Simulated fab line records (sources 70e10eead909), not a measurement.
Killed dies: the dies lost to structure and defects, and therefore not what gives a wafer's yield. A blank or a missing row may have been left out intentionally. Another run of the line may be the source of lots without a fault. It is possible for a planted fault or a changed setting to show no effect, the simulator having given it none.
fab line records / flow nand_harc
record lots=5 wafers=15 last_day=24
route steps=1159 shown P_ZERO_WELL@44 END@1159
lots with no fault: from the same line, run without faults
start_h: the number of hours between the record's first day and the start of the first shown wafer of the lot / wait_h: hours from the lot's prior step to this one / " repeats the value in the row above / L1.1+2: one row covering several wafers at once / - no value, or no start given / * or withheld: withheld / < > ~ a bound
route shown NAME@n: a module of which the file shows steps, and the number in the route of the first / usual: mean/standard deviation taken from wafers without a fault / same: alike in all rows / chamber/n: place in a boat / sites: per-site readings / _std_site: the standard deviation of these / _edge_site: mean of outer sites minus mean of inner sites / radius_mm: for every site, how far away it sits from the centre of the wafer / mask NAME#n: copy n / behind: tool/chamber where the wafer was last shaped / hold: cause of the lot's hold/its duration in hours/its outcome / device: names the non-switching transistor (n, p or np) / end of line: the tests these same wafers got at the end of their route / for a step that has no rows: nothing shown but its recipe / killed: the dies lost at the first sort to structure and to defects; this is not the yield of the wafer / map: dies across one wafer; x = killed, . = not, _ = none there
set.NAME: the setting as run; set.NAME@STEP: as run at that earlier step / model.NAME: the simulator's own value behind a step, which no gauge read
lots at selected steps of the route; one table per step, one row per wafer
services: from which hour (start_h, from the record's first day; less than 0 if before it) a tool's chamber was out of use, for how many hours, and why
## steps
# step NHARC_P_ZERO_WELL_CD_MEAS_37
# recipe target_cd_nm=720 landing_energy_ev=500
# usual cd_nm=719.7/1.4
lot.wafer=L240.3 tool=cd_sem-02 chamber=0 start_h=22.16 wait_h=- cd_nm=717.9
lot.wafer=L240.4 tool=cd_sem-02 chamber=0 start_h=22.16 wait_h=- cd_nm=720.0
lot.wafer=L240.5 tool=cd_sem-02 chamber=0 start_h=22.16 wait_h=- cd_nm=717.8
lot.wafer=L249.4 tool=cd_sem-02 chamber=0 start_h=76.23 wait_h=- cd_nm=720.7
lot.wafer=L249.5 tool=cd_sem-02 chamber=0 start_h=76.23 wait_h=- cd_nm=722.5
lot.wafer=L249.6 tool=cd_sem-02 chamber=0 start_h=76.23 wait_h=- cd_nm=719.7
lot.wafer=L252.3 tool=cd_sem-02 chamber=0 start_h=94.12 wait_h=- cd_nm=720.3
lot.wafer=L252.4 tool=cd_sem-02 chamber=0 start_h=94.12 wait_h=- cd_nm=718.8
lot.wafer=L252.5 tool=cd_sem-02 chamber=0 start_h=94.12 wait_h=- cd_nm=717.4
lot.wafer=L259.1 tool=cd_sem-02 chamber=0 start_h=135.86 wait_h=- cd_nm=720.7
lot.wafer=L259.3 tool=cd_sem-02 chamber=0 start_h=135.86 wait_h=- cd_nm=718.1
lot.wafer=L259.6 tool=cd_sem-02 chamber=0 start_h=135.86 wait_h=- cd_nm=719.4
lot.wafer=L262.4 tool=cd_sem-01 chamber=0 start_h=154.29 wait_h=- cd_nm=720.4
lot.wafer=L262.5 tool=cd_sem-01 chamber=0 start_h=154.29 wait_h=- cd_nm=721.9
lot.wafer=L262.6 tool=cd_sem-01 chamber=0 start_h=154.29 wait_h=- cd_nm=719.8
# step NHARC_P_ZERO_WELL_HARDBAKE_38
# recipe temp_c=125 time_s=80
# step NHARC_P_ZERO_WELL_DESCUM_39
# recipe time_s=3 o2_flow_sccm=200 ar_flow_sccm=0 bias_power_w=0 chemistry=O2
# usual drypump_motor_current_A=5.7/0.62 oes_product_au=0.999/0.0079 rf_vpp_V=57.8/0.94 showerhead_plenum_p_Torr=1.92/0.089 throttle_valve_pct=11.309/0.0088
lot.wafer=L240.3 tool=rie_diel-03 chamber=0 start_h=22.33 wait_h=- drypump_motor_current_A=4.8 oes_product_au=1.008 rf_hours_counter_h=6.2 rf_vpp_V=58.7 showerhead_plenum_p_Torr=2.06 throttle_valve_pct=11.310
lot.wafer=L240.4 tool=rie_diel-03 chamber=1 start_h=22.33 wait_h=- drypump_motor_current_A=5.5 oes_product_au=1.005 rf_hours_counter_h=6.6 rf_vpp_V=58.6 showerhead_plenum_p_Torr=1.95 throttle_valve_pct=11.305
lot.wafer=L240.5 tool=rie_diel-03 chamber=2 start_h=22.33 wait_h=- drypump_motor_current_A=5.7 oes_product_au=1.002 rf_hours_counter_h=- rf_vpp_V=59.0 showerhead_plenum_p_Torr=2.03 throttle_valve_pct=11.314
lot.wafer=L249.4 tool=rie_diel-05 chamber=1 start_h=76.44 wait_h=- drypump_motor_current_A=6.7 oes_product_au=0.998 rf_hours_counter_h=- rf_vpp_V=58.5 showerhead_plenum_p_Torr=1.92 throttle_valve_pct=11.322
lot.wafer=L249.6 tool=rie_diel-05 chamber=2 start_h=76.44 wait_h=- drypump_motor_current_A=4.6 oes_product_au=1.004 rf_hours_counter_h=- rf_vpp_V=59.5 showerhead_plenum_p_Torr=2.07 throttle_valve_pct=11.306
lot.wafer=L249.5 tool=rie_diel-05 chamber=0 start_h=76.44 wait_h=- drypump_motor_current_A=6.1 oes_product_au=0.992 rf_hours_counter_h=- rf_vpp_V=58.2 showerhead_plenum_p_Torr=1.94 throttle_valve_pct=11.294
lot.wafer=L252.3 tool=rie_diel-12 chamber=2 start_h=94.28 wait_h=- drypump_motor_current_A=5.2 oes_product_au=1.008 rf_hours_counter_h=4.6 rf_vpp_V=56.2 showerhead_plenum_p_Torr=1.79 throttle_valve_pct=11.307
lot.wafer=L252.4 tool=rie_diel-12 chamber=0 start_h=94.28 wait_h=- drypump_motor_current_A=6.1 oes_product_au=0.983 rf_hours_counter_h=3.8 rf_vpp_V=58.3 showerhead_plenum_p_Torr=1.85 throttle_valve_pct=11.314
lot.wafer=L252.5 tool=rie_diel-12 chamber=3 start_h=94.28 wait_h=- drypump_motor_current_A=5.2 oes_product_au=0.990 rf_hours_counter_h=- rf_vpp_V=57.6 showerhead_plenum_p_Torr=1.91 throttle_valve_pct=11.315
lot.wafer=L259.1 tool=rie_diel-03 chamber=0 start_h=136.05 wait_h=- drypump_motor_current_A=4.8 oes_product_au=0.999 rf_hours_counter_h=6.5 rf_vpp_V=57.8 showerhead_plenum_p_Torr=2.05 throttle_valve_pct=11.310
lot.wafer=L259.3 tool=rie_diel-03 chamber=1 start_h=136.05 wait_h=- drypump_motor_current_A=5.4 oes_product_au=0.998 rf_hours_counter_h=5.9 rf_vpp_V=58.2 showerhead_plenum_p_Torr=1.94 throttle_valve_pct=11.304
lot.wafer=L259.6 tool=rie_diel-03 chamber=3 start_h=136.05 wait_h=- drypump_motor_current_A=5.3 oes_product_au=0.998 rf_hours_counter_h=- rf_vpp_V=57.7 showerhead_plenum_p_Torr=1.89 throttle_valve_pct=11.306
lot.wafer=L262.4 tool=rie_diel-03 chamber=2 start_h=154.45 wait_h=- drypump_motor_current_A=5.7 oes_product_au=1.003 rf_hours_counter_h=7.3 rf_vpp_V=58.4 showerhead_plenum_p_Torr=2.03 throttle_valve_pct=11.310
lot.wafer=L262.6 tool=rie_diel-03 chamber=1 start_h=154.45 wait_h=- drypump_motor_current_A=5.5 oes_product_au=0.989 rf_hours_counter_h=- rf_vpp_V=57.9 showerhead_plenum_p_Torr=1.94 throttle_valve_pct=11.298
lot.wafer=L262.5 tool=rie_diel-03 chamber=2 start_h=154.45 wait_h=- drypump_motor_current_A=5.6 oes_product_au=1.004 rf_hours_counter_h=- rf_vpp_V=59.1 showerhead_plenum_p_Torr=2.03 throttle_valve_pct=11.316
# step NHARC_P_ZERO_WELL_IMPLANT_40
# recipe energy_kev=300 dose_cm2=1e+13 tilt_deg=7
# step NHARC_P_ZERO_WELL_IMPLANT_59
# recipe energy_kev=120 dose_cm2=5e+12 tilt_deg=7
# step NHARC_P_ZERO_WELL_IMPLANT_60
# recipe energy_kev=30 dose_cm2=2e+12 tilt_deg=7
# step NHARC_P_ZERO_WELL_STRIP_41
# recipe time_s=840 temp_c=130 chemistry=SPM
# step NHARC_P_ZERO_WELL_DEHYDRATE_44
# recipe temp_c=150 time_s=120
# step NHARC_P_ZERO_WELL_HMDS_45
# recipe time_s=30
# step NHARC_P_ZERO_WELL_COAT_46
# recipe spin_rpm=withheld
# step NHARC_P_ZERO_WELL_SOFTBAKE_47
# recipe temp_c=122 time_s=95
# step NHARC_P_ZERO_WELL_EBR_48
# step NHARC_P_ZERO_WELL_EXPOSE_49
# recipe na=0.6 target_cd_nm=2000 dose_mj=22.64 mask_id=P_HVPW
lot.wafer=L240.3+4+5 tool=krf_scanner-03 chamber=0 start_h=23.53 wait_h=- mask=P_HVPW#0
lot.wafer=L249.4+5+6 tool=krf_scanner-02 chamber=0 start_h=77.63 wait_h=- mask=P_HVPW#0
lot.wafer=L252.3+4+5 tool=krf_scanner-02 chamber=0 start_h=95.61 wait_h=- mask=P_HVPW_R1#0
lot.wafer=L259.1+3+6 tool=krf_scanner-04 chamber=0 start_h=137.22 wait_h=- mask=P_HVPW#0
lot.wafer=L262.4+5+6 tool=krf_scanner-03 chamber=0 start_h=155.79 wait_h=- mask=P_HVPW#0
# step NHARC_P_ZERO_WELL_PEB_50
# recipe peb_temp_c=118 peb_time_s=85
# step NHARC_P_ZERO_WELL_DEVELOP_51
# recipe time_s=70
# step NHARC_P_ZERO_WELL_CD_MEAS_52
# recipe target_cd_nm=2000 landing_energy_ev=500
# usual cd_nm=2000.6/1.5
lot.wafer=L240.3 tool=cd_sem-02 chamber=0 start_h=23.68 wait_h=- hold=- cd_nm=2001.0
lot.wafer=L240.4 tool=cd_sem-02 chamber=0 start_h=23.68 wait_h=- hold=- cd_nm=2002.3
lot.wafer=L240.5 tool=cd_sem-02 chamber=0 start_h=23.68 wait_h=- hold=- cd_nm=2000.0
lot.wafer=L249.4 tool=cd_sem-02 chamber=0 start_h=77.78 wait_h=- hold=- cd_nm=2001.7
lot.wafer=L249.5 tool=cd_sem-02 chamber=0 start_h=77.78 wait_h=- hold=- cd_nm=2001.8
lot.wafer=L249.6 tool=cd_sem-02 chamber=0 start_h=77.78 wait_h=- hold=- cd_nm=2002.2
lot.wafer=L252.3 tool=cd_sem-01 chamber=0 start_h=95.75 wait_h=- hold=await_dispo/0.2h/release cd_nm=1885.4
lot.wafer=L252.4 tool=cd_sem-01 chamber=0 start_h=95.75 wait_h=- hold=await_dispo/0.2h/release cd_nm=1884.4
lot.wafer=L252.5 tool=cd_sem-01 chamber=0 start_h=95.75 wait_h=- hold=await_dispo/0.2h/release cd_nm=1886.0
lot.wafer=L252.3 tool=cd_sem-01 chamber=0 start_h=- wait_h=- hold=- cd_nm=1885.5
lot.wafer=L252.4 tool=cd_sem-01 chamber=0 start_h=- wait_h=- hold=- cd_nm=1884.2
lot.wafer=L252.5 tool=cd_sem-01 chamber=0 start_h=- wait_h=- hold=- cd_nm=1885.9
lot.wafer=L259.1 tool=cd_sem-03 chamber=0 start_h=137.37 wait_h=- hold=- cd_nm=2001.1
lot.wafer=L259.3 tool=cd_sem-03 chamber=0 start_h=137.37 wait_h=- hold=- cd_nm=2001.2
lot.wafer=L259.6 tool=cd_sem-03 chamber=0 start_h=137.37 wait_h=- hold=- cd_nm=2005.0
lot.wafer=L262.4 tool=cd_sem-01 chamber=0 start_h=155.94 wait_h=- hold=- cd_nm=1999.7
lot.wafer=L262.5 tool=cd_sem-01 chamber=0 start_h=155.94 wait_h=- hold=- cd_nm=1997.0
lot.wafer=L262.6 tool=cd_sem-01 chamber=0 start_h=155.94 wait_h=- hold=- cd_nm=2001.0
# step NHARC_END_SORT_01
# recipe temp_c=25
# usual defect_limited_yield=95.5/1.3 killed_at_array=27/8.8 killed_at_other=0.4/0.82 killed_at_periphery=3.1/2.1 killed_dies=31/8.8 killed_open=3.3/2 killed_short=2.0/1.4 sort_bin_2_pct=1.3/0.56 sort_bin_3_pct=0.25/0.21 sort_bin_4_pct=2.9/0.89 sort_n_pass=646/8.8 sort_rim_yield_pct=95.8/2.7 sort_yield_pct=95.5/1.3
# same gross_dies=677 sort_bin_5_pct[%]=0 sort_bin_6_pct[%]=0 sort_bin_7_pct[%]=0 sort_bin_8_pct[%]=0 sort_rim_n_gross=106.00
lot.wafer=L262.4 tool=prober-01 chamber=0 start_h=573.90 wait_h=3.4 defect_limited_yield[%]=94.1 killed_at_array=35 killed_at_other=1 killed_at_periphery=4 killed_dies=40 killed_open=3 killed_short=5 sort_bin_2_pct[%]=1.3 sort_bin_3_pct[%]=0.74 sort_bin_4_pct[%]=3.8 sort_n_pass=637 sort_rim_yield_pct[%]=88.7 sort_yield_pct[%]=94.1
lot.wafer=L262.5 tool=prober-01 chamber=0 start_h=574.69 wait_h=3.6 defect_limited_yield[%]=94.1 killed_at_array=38 killed_at_other=0 killed_at_periphery=2 killed_dies=40 killed_open=1 killed_short=2 sort_bin_2_pct[%]=1.9 sort_bin_3_pct[%]=0.59 sort_bin_4_pct[%]=3.4 sort_n_pass=637 sort_rim_yield_pct[%]=92.5 sort_yield_pct[%]=94.1
lot.wafer=L262.6 tool=prober-01 chamber=0 start_h=575.48 wait_h=3.9 defect_limited_yield[%]=94.1 killed_at_array=36 killed_at_other=0 killed_at_periphery=4 killed_dies=40 killed_open=2 killed_short=5 sort_bin_2_pct[%]=2.1 sort_bin_3_pct[%]=0.44 sort_bin_4_pct[%]=3.4 sort_n_pass=637 sort_rim_yield_pct[%]=92.5 sort_yield_pct[%]=94.1
# killed by level:class
L262.4 A_SLIT:chamber_film_flake=11 A_CHANNEL_HOLE_D1:chamber_film_flake=9 A_CONTACT:chamber_film_flake=5 A_STAIRCASE:chamber_film_flake=4 A_SGD_CUT:geometric_particle:short=2 A_WL_FILL:geometric_particle:short=2 P_M1:chamber_film_flake=2 P_CONTACT:geometric_particle:short=1
L262.5 A_SLIT:chamber_film_flake=16 A_CONTACT:chamber_film_flake=10 A_STAIRCASE:chamber_film_flake=6 A_CHANNEL_HOLE_D1:chamber_film_flake=4 P_CONTACT:geometric_particle:open=1 A_ONON_D1:geometric_particle:short=1 A_M1:geometric_particle:short=1 P_M1:chamber_film_flake=1
L262.6 A_SLIT:chamber_film_flake=15 A_CONTACT:chamber_film_flake=6 A_STAIRCASE:chamber_film_flake=5 P_M1:chamber_film_flake=3 A_ONON_D1:geometric_particle:short=2 A_CHANNEL_FILL_D1:geometric_particle:short=2 A_CHANNEL_HOLE_D1:chamber_film_flake=2 A_WL_FILL:chamber_film_flake=2
## services
tool=rie_diel-12 chamber=0 start_h=13.30 hours=19.4 kind=repair
tool=rie_diel-03 chamber=0 start_h=17.34 hours=- kind=clean
tool=rie_diel-03 chamber=1 start_h=17.34 hours=- kind=clean
tool=rie_diel-03 chamber=2 start_h=17.34 hours=- kind=clean
tool=rie_diel-03 chamber=3 start_h=17.34 hours=- kind=clean
tool=rie_diel-12 chamber=- start_h=25.56 hours=9.0 kind=pm
tool=rie_diel-05 chamber=3 start_h=28.73 hours=5.1 kind=repair
tool=rie_diel-05 chamber=2 start_h=37.78 hours=3.4 kind=repair
tool=krf_scanner-02 chamber=- start_h=38.01 hours=4.0 kind=pm
tool=rie_diel-03 chamber=- start_h=38.30 hours=9.0 kind=pm
tool=rie_diel-03 chamber=0 start_h=38.30 hours=9.0 kind=vent_cycle
tool=rie_diel-03 chamber=1 start_h=38.30 hours=9.0 kind=vent_cycle
tool=rie_diel-03 chamber=2 start_h=38.30 hours=9.0 kind=vent_cycle
tool=rie_diel-03 chamber=3 start_h=38.30 hours=9.0 kind=vent_cycle
tool=rie_diel-05 chamber=3 start_h=38.33 hours=58.7 kind=repair
tool=krf_scanner-02 chamber=- start_h=45.29 hours=8.5 kind=repair
tool=krf_scanner-02 chamber=- start_h=54.83 hours=1.8 kind=repair
tool=rie_diel-03 chamber=2 start_h=55.25 hours=1.8 kind=repair
tool=krf_scanner-02 chamber=- start_h=67.81 hours=0.3 kind=repair
tool=rie_diel-12 chamber=2 start_h=74.78 hours=3.8 kind=repair
tool=rie_diel-05 chamber=- start_h=107.43 hours=0.3 kind=repair
tool=krf_scanner-04 chamber=- start_h=127.01 hours=4.0 kind=pm
tool=rie_diel-12 chamber=- start_h=143.37 hours=0.6 kind=repair
tool=rie_diel-05 chamber=1 start_h=148.03 hours=5.6 kind=repair
## key
first_sign step=NHARC_P_ZERO_WELL_EXPOSE_49 reading=mask direction=changed
effect step=NHARC_P_ZERO_WELL_CD_MEAS_52 reading=visit direction=added
effect step=NHARC_P_ZERO_WELL_CD_MEAS_52 reading=cd_nm direction=down sigmas=75 usual=2000.6 struck=1885.3
met_at NHARC_P_ZERO_WELL_EXPOSE_49
struck_wafers L252.3,L252.4,L252.5
scrapped_behind NHARC_P_ZERO_WELL_CD_MEAS_52 L252.3,L252.4,L252.5
onset_between 77.63 95.61
fault kind=wrong_mask tool=any chamber=- onset_h=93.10 steps=NHARC_P_ZERO_WELL_EXPOSE_49 aux_copy=P_HVPW_R1#0 cd_offset_nm=-116.47 scope=struck_lots_only
